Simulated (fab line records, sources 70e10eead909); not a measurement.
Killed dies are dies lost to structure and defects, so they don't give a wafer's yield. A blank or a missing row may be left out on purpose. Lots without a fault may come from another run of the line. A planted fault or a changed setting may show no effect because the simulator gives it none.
Which tool did it? | flow nand_harc | 13 lots, 39 wafers sampled, at 6 steps of a route of 1302

WHAT THE GAUGES READ, wafer by wafer
NHARC_P_M1_CD_MEAS_09: target cd 130 nm. Usual: cd_nm 130.3 nm, standard deviation 0.59.
lot  | measured     | on        | cd_nm (nm)        | flag
L911 | day 6 05:22  | cd_sem-01 | 130.8 130.6 130.3 |
L912 | day 6 12:40  | cd_sem-03 | 130.0 129.3 129.2 |
L913 | day 7 01:47  | cd_sem-02 | 130.6 129.3 130.9 |
L914 | day 7 07:07  | cd_sem-03 | 129.5 129.8 130.0 |
L915 | day 7 17:52  | cd_sem-03 | 129.1 129.6 130.1 |
L916 | day 8 04:26  | cd_sem-03 | 128.9 130.4 129.4 |
L921 | day 10 10:39 | cd_sem-01 | 118.8 130.6 118.1 | OFF
L924 | day 11 12:30 | cd_sem-02 | 118.4 131.1 118.7 | OFF
L930 | day 14 09:42 | cd_sem-03 | 129.9 130.4 129.5 |
L931 | day 14 10:31 | cd_sem-01 | 129.8 129.9 130.8 |
L932 | day 15 03:07 | cd_sem-01 | 130.4 130.4 130.4 |
L933 | day 15 06:53 | cd_sem-03 | 129.7 130.1 129.9 |
L934 | day 15 14:31 | cd_sem-03 | 130.8 130.6 131.1 |

NHARC_END_SORT_01. Usual: defect_limited_yield 90.2 %, standard deviation 2.3; killed_at_array 62, standard deviation 15; killed_at_other 0.8, standard deviation 1; killed_at_periphery 3.7, standard deviation 2.6; killed_dies 66, standard deviation 15; killed_open 3.1, standard deviation 1.8; killed_short 2.6, standard deviation 1.7.
lot  | measured     | on        | defect_limited_yield (%) | killed_at_array | killed_at_other | killed_at_periphery | killed_dies | killed_open | killed_short | flag
L921 | day 28 12:23 | prober-02 | 89.4                     | 67              | 0               | 5                   | 72          | 3           | 2            |
L924 | day 29 03:23 | prober-02 | 86.6 84.8                | 78 96           | 0 0             | 13 7                | 91 103      | 5 2         | 1 2          |

WHICH TOOL RAN EACH LOT (tool, then ch and the chambers of the sampled wafers, then the start)
lot  | NHARC_P_M0_PRE_CLEAN_29                 | NHARC_P_M0_CMP_23             | NHARC_P_M0_PRE_CLEAN_31         | NHARC_P_M1_PEB_07
L911 | pvd_sputter-03, day 6 03:34 or earlier  | cmp-01 ch 1,2,3, day 6 03:34  | pecvd-04 ch 1,2, day 6 04:04    | litho_track-01 ch 0, day 6 05:17
L912 | pvd_sputter-01, day 6 10:51 or earlier  | cmp-01 ch 0,3, day 6 10:51    | pecvd-04 ch 0,1,2, day 6 11:23  | litho_track-04 ch 0, day 6 12:35
L913 | pvd_sputter-03, day 6 23:56 or earlier  | cmp-01 ch 0,2,3, day 6 23:56  | pecvd-04 ch 0,2, day 7 00:27    | litho_track-01 ch 0, day 7 01:42
L914 | pvd_sputter-03, day 7 05:28 or earlier  | cmp-02 ch 1,2,3, day 7 05:28  | pecvd-03 ch 0,2, day 7 05:58    | litho_track-04 ch 0, day 7 07:02
L915 | pvd_sputter-03, day 7 15:59 or earlier  | cmp-01 ch 0,1, day 7 15:59    | pecvd-03 ch 0,1,2, day 7 16:32  | litho_track-04 ch 0, day 7 17:47
L916 | pvd_sputter-01, day 8 02:38 or earlier  | cmp-03 ch 0,1,3, day 8 02:38  | pecvd-04 ch 0,1,2, day 8 03:07  | litho_track-04 ch 0, day 8 04:21
L921 | pvd_sputter-03, day 10 08:58 or earlier | cmp-01 ch 0,2,3, day 10 08:58 | pecvd-01 ch 0,2, day 10 09:28   | litho_track-06 ch 0, day 10 10:34
L924 | pvd_sputter-02, day 11 10:41 or earlier | cmp-02 ch 0,2,3, day 11 10:41 | pecvd-01 ch 0,1,2, day 11 11:10 | litho_track-06 ch 0, day 11 12:25
L930 | pvd_sputter-03, day 14 07:59 or earlier | cmp-03 ch 0,1, day 14 07:59   | pecvd-03 ch 0,1,2, day 14 08:31 | litho_track-06 ch 0, day 14 09:37
L931 | pvd_sputter-01, day 14 08:40 or earlier | cmp-02 ch 0,1,2, day 14 08:40 | pecvd-03 ch 0,1,2, day 14 09:13 | litho_track-06 ch 0, day 14 10:26
L932 | pvd_sputter-01, day 15 01:19 or earlier | cmp-02 ch 0,2,3, day 15 01:19 | pecvd-03 ch 1,2, day 15 01:46   | litho_track-06 ch 0, day 15 03:02
L933 | pvd_sputter-02, day 15 05:09 or earlier | cmp-02 ch 2,3, day 15 05:09   | pecvd-01 ch 0,2, day 15 05:43   | litho_track-04 ch 0, day 15 06:49
L934 | pvd_sputter-02, day 15 12:40 or earlier | cmp-02 ch 2,3, day 15 12:40   | pecvd-04 ch 0,1,2, day 15 13:13 | litho_track-01 ch 0, day 15 14:26
- NHARC_P_M0_PRE_CLEAN_29: time 30 s.
- NHARC_P_M0_CMP_23: polishes, t overpolish 20 s, target thk 117.54 nm.
- NHARC_P_M0_PRE_CLEAN_31: time 12 s.
- NHARC_P_M1_PEB_07: peb time 65 s.

WHAT THE TOOLS THEMSELVES READ (means of the sampled wafers that have a number; where no wafer has one, the mark that the record gives instead)
NHARC_P_M0_PRE_CLEAN_29. Usual: heater_power_w 420 W, standard deviation 39.
lot  | tool           | heater_power_w (W) | flag
L911 | pvd_sputter-03 | 434                |
L912 | pvd_sputter-01 | 436                |
L913 | pvd_sputter-03 | 427                |
L914 | pvd_sputter-03 | 410                |
L915 | pvd_sputter-03 | 436                |
L916 | pvd_sputter-01 | 446                |
L921 | pvd_sputter-03 | 424                |
L924 | pvd_sputter-02 | 403                |
L930 | pvd_sputter-03 | 424                |
L931 | pvd_sputter-01 | 415                |
L932 | pvd_sputter-01 | 406                |
L933 | pvd_sputter-02 | 455                |
L934 | pvd_sputter-02 | 466                |

NHARC_P_M0_CMP_23. Usual: motor_current_A 11.6 A, standard deviation 1.1; time_to_endpoint_s 27.3 s, standard deviation 2.7.
lot  | tool   | motor_current_A (A) | time_to_endpoint_s (s) | flag
L911 | cmp-01 | 11.0                | 27.2                   |
L912 | cmp-01 | 11.4                | 26.7                   |
L913 | cmp-01 | 11.5                | 26.7                   |
L914 | cmp-02 | 11.9                | 27.4                   |
L915 | cmp-01 | 12.1                | 28.9                   |
L916 | cmp-03 | 11.1                | 23.6                   |
L921 | cmp-01 | 11.2                | 30.0                   |
L924 | cmp-02 | 11.8                | 25.6                   |
L930 | cmp-03 | 10.6                | 30.6                   |
L931 | cmp-02 | 11.3                | 23.0                   |
L932 | cmp-02 | 12.0                | 24.8                   |
L933 | cmp-02 | 13.1                | 25.4                   |
L934 | cmp-02 | 12.8                | 25.7                   |

NHARC_P_M0_PRE_CLEAN_31. Usual: heater_power_w 640 W, standard deviation 89.
lot  | tool     | heater_power_w (W) | flag
L911 | pecvd-04 | 705                |
L912 | pecvd-04 | 694                |
L913 | pecvd-04 | 691                |
L914 | pecvd-03 | 563                |
L915 | pecvd-03 | 614                |
L916 | pecvd-04 | 670                |
L921 | pecvd-01 | 578                |
L924 | pecvd-01 | 603                |
L930 | pecvd-03 | 619                |
L931 | pecvd-03 | 576                |
L932 | pecvd-03 | 669                |
L933 | pecvd-01 | 591                |
L934 | pecvd-04 | 647                |

NHARC_P_M1_PEB_07. Usual: heater_power_total_W 156.6 W, standard deviation 0.41.
lot  | tool           | heater_power_total_W (W) | flag
L911 | litho_track-01 | 156.6                    |
L912 | litho_track-04 | 156.5                    |
L913 | litho_track-01 | 156.8                    |
L914 | litho_track-04 | 156.3                    |
L915 | litho_track-04 | 156.2                    |
L916 | litho_track-04 | 156.5                    |
L921 | litho_track-06 | 176.5                    | OFF
L924 | litho_track-06 | 176.5                    | OFF
L930 | litho_track-06 | 156.9                    |
L931 | litho_track-06 | 157.1                    |
L932 | litho_track-06 | 156.3                    |
L933 | litho_track-04 | 156.5                    |
L934 | litho_track-01 | 156.8                    |

THE ANSWER, worked out from the rows above alone
Rule: a lot is off if the mean of its wafers that have a number lies more than 3 standard deviations from the usual mean. A lot without any number at a reading at which 4 lots or more have one is off too. The other lots that the step has rows for count as sound. The gauges are gone through in route order, then the tools' own readings, and for those a lot's mean is taken as printed above. The first step at which some lot is off is used, and at that step the reading that is off furthest; a lot without a number counts as furthest.
Off: L921, L924, at NHARC_P_M1_CD_MEAS_09 (cd_nm).
A tool fits if, at a process step before that reading, it ran every lot that is off, and no sound lot after the first of them. The gauges at NHARC_P_M1_CD_MEAS_09 aren't tried: what is off there is off at NHARC_P_M1_PEB_07 too, on other tools, and a gauge's error can't cause that. NHARC_P_M0_PRE_CLEAN_29 gives no start for some lots, so the hours and the order of its lots are those of NHARC_P_M0_CMP_23. None of those tried fits.

WHAT THE SIMULATOR HAD PUT IN
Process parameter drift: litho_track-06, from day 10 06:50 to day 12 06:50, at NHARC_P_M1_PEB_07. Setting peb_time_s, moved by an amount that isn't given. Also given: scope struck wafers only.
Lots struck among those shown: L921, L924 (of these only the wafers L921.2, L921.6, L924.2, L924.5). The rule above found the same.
